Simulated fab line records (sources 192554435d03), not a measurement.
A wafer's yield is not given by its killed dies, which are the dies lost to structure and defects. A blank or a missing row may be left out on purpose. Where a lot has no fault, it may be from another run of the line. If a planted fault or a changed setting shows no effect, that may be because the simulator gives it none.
Matching of chambers    flow n5_finfet    rie_diel-05 running N5_MIM_BOT_LITHO_DESCUM_10: 4 sister chambers
The step chemistry O2, time 7.9 s. 7 wafers are shown with their chamber, then 8 later ones without.

== WAFERS, EACH WITH ITS CHAMBER ==
wafer   chamber  drypump_motor_current_A (A)  throttle_valve_pct (%)
L079.4  0        5.56                         20.00
L085.5  1        5.32                         20.35
L085.6  3        5.84                         20.92
L080.2  1        5.30                         20.37
L080.3  2        6.15                         20.28
L080.4  3        5.83                         20.94
L088.3  2        6.16                         20.28

== WAFERS MISSING THEIR CHAMBER ==
wafer   drypump_motor_current_A (A)  throttle_valve_pct (%)
L088.5  5.56                         20.04
L088.6  6.15                         20.29
L089.3  5.57                         20.07
L089.5  5.87                         20.94
L089.6  6.16                         20.31
L095.2  6.17                         20.31
L095.5  6.19                         20.30
L095.6  5.33                         20.39

== CHAMBER TAKEN BY EACH ==
wafer   from the rows above  in truth
L088.5  0                    0
L088.6  2                    2
L089.3  0                    0
L089.5  3                    3
L089.6  2                    2
L095.2  2                    2
L095.5  2                    2
L095.6  1                    1
Correct placement for 8 of the 8. Number that these rows cannot place: 0. Number placed wrongly: 0.
How it was worked out, from the rows above alone: a wafer's distance from a chamber is the root of the sum, over the readings, of the square of ((its reading less the chamber's mean) divided by the reading's scatter). If the next closest chamber is less than 2 further off than the closest, the wafer can't be placed; otherwise it belongs to the closest. The mean given for a chamber averages the wafers shown for that chamber. How the scatter is found: for the shown wafers, subtract from each reading the mean of its chamber, square and add these, divide the total by (wafers less chambers), then take the root.
